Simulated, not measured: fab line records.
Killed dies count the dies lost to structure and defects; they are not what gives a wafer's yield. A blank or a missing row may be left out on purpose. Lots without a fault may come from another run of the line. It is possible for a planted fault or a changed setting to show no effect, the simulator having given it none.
fab line records	flow n5Finfet
record lots=7	wafers=21
route steps=1938 shown BEOL_M9@1446 BEOL_M10@1488 BEOL_M11@1539
startH: start of the lot's first displayed wafer, in hours after the record's first day	waitH: time in hours since the lot's previous step	" unchanged from the row above	L1.1+2: one row covering several wafers at once	- value missing, or start not given	* or withheld: withheld	< > ~ a bound
route shown NAME@n: NAME is a module with steps in the file, n the number in the route of the first one	usual: mean and standard deviation over wafers with no fault	same: alike in all rows	chamber/n: place in a boat	sites: the reading at each site	_std_site: standard deviation of those values	_edge_site: mean of outer sites minus mean of inner sites	radiusMm: for every site, how far away it sits from the centre of the wafer	mask NAME#n: copy n	behind: tool/chamber where the wafer was last shaped	hold: why the lot was held/for how many hours/how that ended	device: the n, p or np transistor that did not switch	end of line: tests of these same wafers at the route's end	for a step that has no rows: nothing shown but its recipe	killed: the dies lost at the first sort to structure and to defects; this is not the yield of the wafer	map: the dies of a wafer, with x for killed, . for not killed, _ for no die there
set.NAME: setting as actually run; set.NAME@STEP: the setting as run at that earlier step	model.NAME: the simulator's own value behind a step, which no gauge read
lots with deliberately changed settings; one table per step, one row per wafer
## steps
# step N5_BEOL_M9_TRENCH_ETCH_37
# recipe chemistry=C4F6/O2	targetDepthA=1514.3	target=SiCOH_lowk	timeS=49	ionEnergyEv=250	pressureMtorr=30	sourceW=345	biasW=185	Ar_flow_sccm=300	C4F6_flow_sccm=10	O2_flow_sccm=10
lot.wafer	tool	chamber	startH	waitH	set.timeS	model.etch.depthNm	model.BEOL_M9.featureDepthNm
L075.1	rieDiel-03	1	-	-	49	151.4	151.4
L075.3	"	3	"	"	49	152	152
L075.4	"	0	"	"	49	148.8	148.8
L079.1	rieDiel-01	0	-	-	49	154.4	154.4
L079.3	"	1	"	"	49	151.8	151.8
L079.5	"	1	"	"	53.02	164.5	164.4
L081.2	rieDiel-02	2	-	-	49	147.1	147.2
L081.4	"	0	"	"	49	150	150
L081.6	"	2	"	"	49	146.5	146.4
L083.1	rieDiel-01	0	-	-	49	156.4	156.4
L083.4	"	1	"	"	49	154.2	154.2
L083.5	"	0	"	"	49	156.3	156.4
L085.1	rieDiel-03	3	-	-	49	151.1	151.2
L085.2	"	2	"	"	49	149.2	149.2
L085.6	"	2	"	"	49	150.1	150.2
L087.1	rieDiel-01	0	-	-	49	155.9	155.8
L087.2	"	2	"	"	56.51	174.3	174.4
L087.3	"	1	"	"	49	153.9	153.8
L097.1	rieDiel-01	3	-	-	49	150.2	150.2
L097.3	"	1	"	"	57.86	181.3	181.4
L097.5	"	0	"	"	49	154.4	154.4
# step N5_BEOL_M9_ETCH_41
# recipe chemistry=CH3F/O2	target=SiCN	targetDepthA=366	taperDeg=2	timeS=70.1	ionEnergyEv=120	maskMaterial=TiN	pressureMtorr=30	sourceW=395	biasW=75	Ar_flow_sccm=150	CH3F_flow_sccm=30	O2_flow_sccm=20
# step N5_BEOL_M9_STRIP_80
# recipe chemistry=N2/H2	timeS=10	powerW=450	tempC=40	pressureMtorr=20	rfFrequencyHz=6e+07	biasPowerW=7	n2FlowSccm=200	h2FlowSccm=200
# step N5_BEOL_M9_OCD_MEAS_38
# usual trenchDepthNm=150.8/2.5
lot.wafer	tool	chamber	startH	waitH	set.timeS@BEOL_M9_TRENCH_ETCH_37	trenchDepthNm
L075.1	ocd-02	-	212.97	-	49	152.2
L075.3	"	-	"	"	49	152.1
L075.4	"	-	"	"	49	148.1
L079.1	ocd-02	-	233.34	-	49	154.5
L079.3	"	-	"	"	49	151.6
L079.5	"	-	"	"	53.02	164.4
L081.2	ocd-01	-	244.11	-	49	147.7
L081.4	"	-	"	"	49	150.2
L081.6	"	-	"	"	49	147.0
L083.1	ocd-01	-	246.30	-	49	156.2
L083.4	"	-	"	"	49	153.8
L083.5	"	-	"	"	49	156.3
L085.1	ocd-01	-	283.09	-	49	151.3
L085.2	"	-	"	"	49	149.1
L085.6	"	-	"	"	49	150.3
L087.1	ocd-02	-	283.94	-	49	156.2
L087.2	"	-	"	"	56.51	174.5
L087.3	"	-	"	"	49	154.0
L097.1	ocd-01	-	341.74	-	49	150.4
L097.3	"	-	"	"	57.86	181.1
L097.5	"	-	"	"	49	154.5
# step N5_BEOL_M9_HM_STRIP_39
# recipe chemistry=peroxideTinStrip	material=TiN	targetDepthA=250	tempC=50	timeS=158
# step N5_BEOL_M9_SRD_40
# recipe timeS=30	tempC=23	rinseLiquid=diw	dry=ipaMarangoni
# step N5_BEOL_M9_ECD_50
# recipe material=Cu	targetThkA=3180
# step N5_BEOL_M9_ANNEAL_51
# recipe tempC=225	timeS=90	ambient=N2
# step N5_BEOL_M9_CMP_52
# recipe stopOn=SiCOH_lowk	tOverpolishS=7	downForcePsi=1	platenRpm=50	clearingPlatenDownForcePsi=1.5	clearingPlatenRpm=50	postCmpClean=cuAlkaline	targetThkNm=140	clearingPlatenPadVelocityMS=0.99484	padVelocityMS=0.99484
lot.wafer	tool	chamber	startH	waitH	set.timeS@BEOL_M9_TRENCH_ETCH_37	model.Cu_of_BEOL_M9_ECD_50.thkNm
L075.3	cmp-03	3	215.56	0.2	49	139.4
L075.4	"	0	"	"	49	136.4
L075.1	"	2	"	"	49	140.2
L079.3	cmp-01	3	237.10	0.2	49	138.8
L079.1	"	0	"	"	49	141.6
L079.5	"	3	"	"	53.02	150.8
L081.2	cmp-01	0	246.21	0.2	49	135.8
L081.4	"	2	"	"	49	139.2
L081.6	"	0	"	"	49	136.8
L083.4	cmp-03	2	248.63	0.1	49	143.4
L083.1	"	3	"	"	49	146.2
L083.5	"	3	"	"	49	147
L085.1	cmp-04	0	285.22	0.3	49	140.2
L085.2	"	1	"	"	49	138.6
L085.6	"	3	"	"	49	141.8
L087.3	cmp-01	2	286.10	0.2	49	142.6
L087.2	"	3	"	"	56.51	162.4
L087.1	"	0	"	"	49	145.6
L097.3	cmp-03	1	344.53	0.3	57.86	170.4
L097.1	"	3	"	"	49	138.8
L097.5	"	1	"	"	49	142.4
# step N5_BEOL_M9_THK_MEAS_53
# recipe thkMeasGauge=xrf	reads=Cu_of_BEOL_M9_ECD_50
# usual M9_THK=139.0/3
lot.wafer	tool	chamber	startH	waitH	set.timeS@BEOL_M9_TRENCH_ETCH_37	M9_THK[nm]
L075.1	filmMetro-01	-	215.85	-	49	139.7
L075.3	"	-	"	"	49	138.9
L075.4	"	-	"	"	49	135.8
L079.1	filmMetro-01	-	237.40	-	49	140.7
L079.3	"	-	"	"	49	138.4
L079.5	"	-	"	"	53.02	150.5
L081.2	filmMetro-02	-	246.47	-	49	134.9
L081.4	"	-	"	"	49	137.9
L081.6	"	-	"	"	49	135.6
L083.1	filmMetro-01	-	248.92	-	49	145.4
L083.4	"	-	"	"	49	142.0
L083.5	"	-	"	"	49	145.5
L085.1	filmMetro-01	-	285.47	-	49	140.6
L085.2	"	-	"	"	49	139.2
L085.6	"	-	"	"	49	142.3
L087.1	filmMetro-02	-	286.36	-	49	145.1
L087.2	"	-	"	"	56.51	160.6
L087.3	"	-	"	"	49	141.6
L097.1	filmMetro-02	-	344.79	-	49	137.8
L097.3	"	-	"	"	57.86	167.9
L097.5	"	-	"	"	49	141.2
# step N5_BEOL_M9_PRE_CLEAN_55
# recipe gas=NH3	timeS=15	tempC=withheld	rfPowerW=300
# step N5_BEOL_M9_DEP_56
# recipe material=SiCN	targetThkA=150	tempC=withheld	precursor=3MS/NH3	pressureTorr=3	rfW=202	timeS=26.5
# step N5_BEOL_M9_RS_MEAS_57
# recipe thkMeasGauge=four-point-probe	reads=Cu_of_BEOL_M9_ECD_50+Co_of_BEOL_M9_CVD_78+TaN_of_BEOL_M9_ALD_74
# usual M9_RS=0.151/0.0033
lot.wafer	tool	chamber	startH	waitH	set.timeS@BEOL_M9_TRENCH_ETCH_37	M9_RS[ohm/sq]
L075.1	filmMetro-01	-	215.99	0.1	49	0.150
L075.3	"	-	"	"	49	0.151
L075.4	"	-	"	"	49	0.156
L079.1	filmMetro-01	-	237.53	0.1	49	0.149
L079.3	"	-	"	"	49	0.152
L079.5	"	-	"	"	53.02	0.139
L081.2	filmMetro-01	-	246.61	0.1	49	0.156
L081.4	"	-	"	"	49	0.152
L081.6	"	-	"	"	49	0.155
L083.1	filmMetro-02	-	249.06	0.1	49	0.144
L083.4	"	-	"	"	49	0.147
L083.5	"	-	"	"	49	0.143
L085.1	filmMetro-02	-	285.61	0.1	49	0.151
L085.2	"	-	"	"	49	0.153
L085.6	"	-	"	"	49	0.149
L087.1	filmMetro-02	-	286.53	0.1	49	0.145
L087.2	"	-	"	"	56.51	0.129
L087.3	"	-	"	"	49	0.148
L097.1	filmMetro-02	-	344.93	0.1	49	0.152
L097.3	"	-	"	"	57.86	0.122
L097.5	"	-	"	"	49	0.148
# step N5_BEOL_M10_ETCH_62
# recipe chemistry=N2/H2	target=SOC	targetDepthA=1100	overetchA=220	maskMaterial=SiARC	tempC=40	timeS=165	ionEnergyEv=200	pressureMtorr=30	sourceW=840	biasW=150	n2FlowSccm=200	h2FlowSccm=200
lot.wafer	tool	chamber	startH	waitH	set.timeS	model.SiARC_of_BEOL_M10_COAT_60.thkNm
L075.1	rieDiel-05	3	218.48	0.0	165	24.2
L075.3	"	1	"	"	165	23.8
L075.4	"	0	"	"	198.1	22.2
L079.1	rieDiel-05	1	239.68	0.0	165	23.6
L079.3	"	2	"	"	165	23.8
L079.5	"	0	"	"	165	23.4
L081.2	rieDiel-04	2	249.01	0.0	165	23.4
L081.4	"	0	"	"	182.9	23.2
L081.6	"	0	"	"	165	23.8
L083.1	rieDiel-06	0	252.57	0.0	190.1	22.8
L083.4	"	1	"	"	190.1	22.2
L083.5	"	2	"	"	190.1	22.6
L085.1	rieDiel-06	2	287.69	0.0	165	23.4
L085.2	"	1	"	"	165	23.2
L085.6	"	0	"	"	165	23.6
L087.1	rieDiel-05	2	287.86	0.0	130.2	25.2
L087.2	"	3	"	"	130.2	25
L087.3	"	0	"	"	165	23.4
L097.1	rieDiel-05	2	346.39	0.0	137.1	25
L097.3	"	3	"	"	165	23.8
L097.5	"	1	"	"	165	23.6
# step N5_BEOL_M10_STRIP_68
# recipe chemistry=N2/H2	tempC=40	n2FlowSccm=200	h2FlowSccm=200	rfFrequencyHz=6e+07
# step N5_BEOL_M10_STRIP_67
# recipe chemistry=CF4	resist=SiARC	powerW=300	biasPowerW=75	pressureMtorr=50	cf4FlowSccm=150	rfFrequencyHz=6e+07
# step N5_BEOL_M10_HM_OPEN_17
# recipe chemistry=Cl2/BCl3	targetDepthA=200	overetchA=60	target=TiN	maskMaterial=SOC	ionEnergyEv=150	pressureMtorr=10	icpW=1000	biasW=126	Cl2_flow_sccm=53.25	bcl3FlowSccm=21.75	Ar_flow_sccm=25
lot.wafer	tool	chamber	startH	waitH	set.timeS@BEOL_M10_ETCH_62	model.etch.depthNm
L075.1	rieMetal-03	1	218.67	0.0	165	20.05
L075.3	"	0	"	"	165	20.33
L075.4	"	1	"	"	198.1	16.92
L079.1	rieMetal-01	0	239.87	0.0	165	20
L079.3	"	1	"	"	165	19.92
L079.5	"	1	"	"	165	19.98
L081.2	rieMetal-02	0	249.20	0.0	165	19.77
L081.4	"	0	"	"	182.9	18
L081.6	"	1	"	"	165	19.57
L083.1	rieMetal-02	0	252.76	0.0	190.1	17.39
L083.4	"	1	"	"	190.1	17.52
L083.5	"	0	"	"	190.1	17.7
L085.1	rieMetal-01	1	287.88	0.0	165	20.38
L085.2	"	0	"	"	165	20.32
L085.6	"	1	"	"	165	20.22
L087.1	rieMetal-02	1	288.05	0.0	130.2	19.92
L087.2	"	0	"	"	130.2	20.1
L087.3	"	0	"	"	165	19.92
L097.1	rieMetal-01	1	346.58	0.0	137.1	20.14
L097.3	"	0	"	"	165	20.04
L097.5	"	0	"	"	165	20.09
# step N5_BEOL_M10_COAT_64
# recipe resist=SiARC	tempC=220	timeS=60	spinRpm=1500	resistThkNm=30
lot.wafer	tool	chamber	startH	waitH	set.spinRpm	model.SiARC_of_BEOL_M10_COAT_64.thkNm
L075.1	lithoTrack-04	0	-	-	1500	30
L075.3+4	"	0	"	"	1605	29
L079.1+5	lithoTrack-02	0	-	-	1608	29
L079.3	"	0	"	"	1500	29.8
L081.2	lithoTrack-02	0	-	-	1500	29.8
L081.4+6	"	0	"	"	1345	31.6
L083.1	lithoTrack-02	0	-	-	1366	31.4
L083.4	"	0	"	"	1500	30
L083.5	"	0	"	"	1500	29.8
L087.1+2	lithoTrack-04	0	-	-	1397	31
L087.3	"	0	"	"	1500	30
L085.1+2+6	lithoTrack-05	0	-	-	1500	30
L097.1	lithoTrack-02	0	-	-	1409	31
L097.3+5	"	0	"	"	1500	30
# step N5_BEOL_M10_COAT_22
# recipe resist=CAR-ArF	spinRpm=1500	resistThkNm=90
# step N5_BEOL_M10_EBR_24
# recipe solvent=PGMEA	ebrWidthMm=1.5
# step N5_BEOL_M10_DESCUM_33
# recipe chemistry=O2	timeS=7.9	sourcePowerW=50	biasPowerW=20	pressureMtorr=20	rfFrequencyHz=2.712e+07	tempC=40	resist=CAR-ArF	o2FlowSccm=225
# step N5_BEOL_M10_ETCH_65
# recipe chemistry=CF4	target=SiARC	targetDepthA=390	maskMaterial=CAR-ArF	timeS=65	ionEnergyEv=80	pressureMtorr=40	sourceW=545	biasW=36	Ar_flow_sccm=100	cf4FlowSccm=100	ends=cleared
# usual etchRfOnTimeS=65.0/1.7
lot.wafer	tool	chamber	startH	waitH	set.spinRpm@BEOL_M10_COAT_64	etchRfOnTimeS	model.etch.depthNm	model.CAR-ArF_of_BEOL_M10_COAT_22.thkNm
L075.1	rieDiel-04	1	220.16	0.0	1500	66.9	30.1	55.8
L075.3	"	2	"	"	1605	61.7	28.91	56.6
L075.4	"	3	"	"	1605	62.1	28.9	56.6
L079.1	rieDiel-05	0	240.46	0.0	1608	61.4	28.9	56.6
L079.3	"	2	"	"	1500	67.6	29.9	55.6
L079.5	"	0	"	"	1608	60.4	28.93	56.4
L081.2	rieDiel-04	3	250.82	0.0	1500	63.3	29.89	55.4
L081.4	"	2	"	"	1345	65.7	31.53	54
L081.6	"	0	"	"	1345	70.6	31.65	53.8
L083.1	rieDiel-06	0	253.49	0.0	1366	67.1	31.47	54
L083.4	"	2	"	"	1500	62.7	29.96	55.8
L083.5	"	1	"	"	1500	63.1	29.89	55.4
L087.1	rieDiel-06	2	289.37	0.0	1397	66.3	31.08	54.6
L087.2	"	1	"	"	1397	66.5	31.09	54.6
L087.3	"	3	"	"	1500	62.3	29.95	55.6
L085.1	rieDiel-05	1	289.59	0.0	1500	66.1	29.99	55.4
L085.2	"	3	"	"	1500	66.5	29.94	55.8
L085.6	"	2	"	"	1500	68.6	30.01	55.4
L097.1	rieDiel-06	0	351.58	0.0	1409	67.8	30.95	54.6
L097.3	"	2	"	"	1500	63.7	30.02	55.2
L097.5	"	2	"	"	1500	64.1	29.99	55.8
# step N5_BEOL_M10_ETCH_66
# recipe chemistry=N2/H2	target=SOC	targetDepthA=1200	overetchA=240	maskMaterial=SiARC	tempC=40	timeS=180	ionEnergyEv=200	pressureMtorr=30	sourceW=840	biasW=150	n2FlowSccm=200	h2FlowSccm=200
lot.wafer	tool	chamber	startH	waitH	set.spinRpm@BEOL_M10_COAT_64	model.SiARC_of_BEOL_M10_COAT_64.thkNm
L075.1	rieDiel-04	1	220.21	0.0	1500	23
L075.3+4	"	2,3	"	"	1605	21.6
L079.1+5	rieDiel-05	0	240.51	0.0	1608	21.4
L079.3	"	2	"	"	1500	23
L081.2	rieDiel-04	3	250.87	0.0	1500	22.6
L081.4	"	2	"	"	1345	24.2
L081.6	"	0	"	"	1345	24.8
L083.1	rieDiel-06	0	253.54	0.0	1366	24.4
L083.4	"	2	"	"	1500	22.8
L083.5	"	1	"	"	1500	22.2
L087.1	rieDiel-06	2	289.42	0.0	1397	24
L087.2	"	1	"	"	1397	23.4
L087.3	"	3	"	"	1500	22.6
L085.1+2	rieDiel-05	1,3	289.64	0.0	1500	23
L085.6	"	2	"	"	1500	23.2
L097.1	rieDiel-06	0	351.63	0.0	1409	24
L097.3+5	"	2	"	"	1500	22.8
# step N5_BEOL_M11_PECVD_70
# recipe material=SiO2	targetThkA=200	tempC=400	precursor=TEOS/O2	pressureTorr=5.5	rfW=450	teosFlowSccm=53.8	gas=O2	flowSccm=3000	timeS=22.7
lot.wafer	tool	chamber	startH	waitH	set.tempC	model.SiO2_of_BEOL_M11_PECVD_70.thkNm
L075.1+4	pecvd-04	1	224.81	0.0	382.9	22.2
L075.3	"	2	"	"	400	20
L079.1	pecvd-02	2	245.65	0.0	400	19.8
L079.3	"	1	"	"	400	19.2
L079.5	"	1	"	"	400	19.6
L081.2+4	pecvd-01	1	255.08	0.0	400	20
L081.6	"	2	"	"	412.2	19.2
L083.1	pecvd-02	0	257.38	0.0	400	19.8
L083.4+5	"	0,2	"	"	400	20.2
L087.1+2	pecvd-01	1,2	293.29	0.0	392.8	21
L087.3	"	2	"	"	400	20.6
L085.1	pecvd-04	0	294.14	0.0	400	19.8
L085.2	"	1	"	"	400	19.6
L085.6	"	2	"	"	400	20.2
L097.1	pecvd-02	1	355.36	0.0	400	19.2
L097.3	"	0	"	"	387.2	21.2
L097.5	"	0	"	"	400	20
## key
split step=N5_BEOL_M9_TRENCH_ETCH_37	setting=timeS	stated=49	by=wafer
response step=N5_BEOL_M9_TRENCH_ETCH_37	reading=model.etch.depthNm	change=+1.46	per=1%	r=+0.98
response step=N5_BEOL_M9_TRENCH_ETCH_37	reading=model.BEOL_M9.featureDepthNm	change=+1.46	per=1%	r=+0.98
response step=N5_BEOL_M9_OCD_MEAS_38	reading=trenchDepthNm	change=+1.44	per=1%	r=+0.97
response step=N5_BEOL_M9_CMP_52	reading=model.Cu_of_BEOL_M9_ECD_50.thkNm	change=+1.44	per=1%	r=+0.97
response step=N5_BEOL_M9_THK_MEAS_53	reading=M9_THK	change=+1.38	per=1%	r=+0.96
response step=N5_BEOL_M9_RS_MEAS_57	reading=M9_RS	change=-0.00141	per=1%	r=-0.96
split step=N5_BEOL_M10_ETCH_62	setting=timeS	stated=165	by=wafer
response step=N5_BEOL_M10_ETCH_62	reading=model.SiARC_of_BEOL_M10_COAT_60.thkNm	change=-0.0786	per=1%	r=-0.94
response step=N5_BEOL_M10_HM_OPEN_17	reading=model.etch.depthNm	shape=bent	atLowest=20.01	atStated=20.05	atHighest=16.92
split step=N5_BEOL_M10_COAT_64	setting=spinRpm	stated=1500	by=wafer
response step=N5_BEOL_M10_COAT_64	reading=model.SiARC_of_BEOL_M10_COAT_64.thkNm	change=-0.155	per=1%	r=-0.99
response step=N5_BEOL_M10_ETCH_65	reading=etchRfOnTimeS	change=*	per=1%	r=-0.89
response step=N5_BEOL_M10_ETCH_65	reading=model.etch.depthNm	change=-0.162	per=1%	r=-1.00
response step=N5_BEOL_M10_ETCH_65	reading=model.CAR-ArF_of_BEOL_M10_COAT_22.thkNm	change=+0.146	per=1%	r=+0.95
response step=N5_BEOL_M10_ETCH_66	reading=model.SiARC_of_BEOL_M10_COAT_64.thkNm	change=-0.196	per=1%	r=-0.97
split step=N5_BEOL_M11_PECVD_70	setting=tempC	stated=400	by=wafer
response step=N5_BEOL_M11_PECVD_70	reading=model.SiO2_of_BEOL_M11_PECVD_70.thkNm	change=-0.431	per=1%	r=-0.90
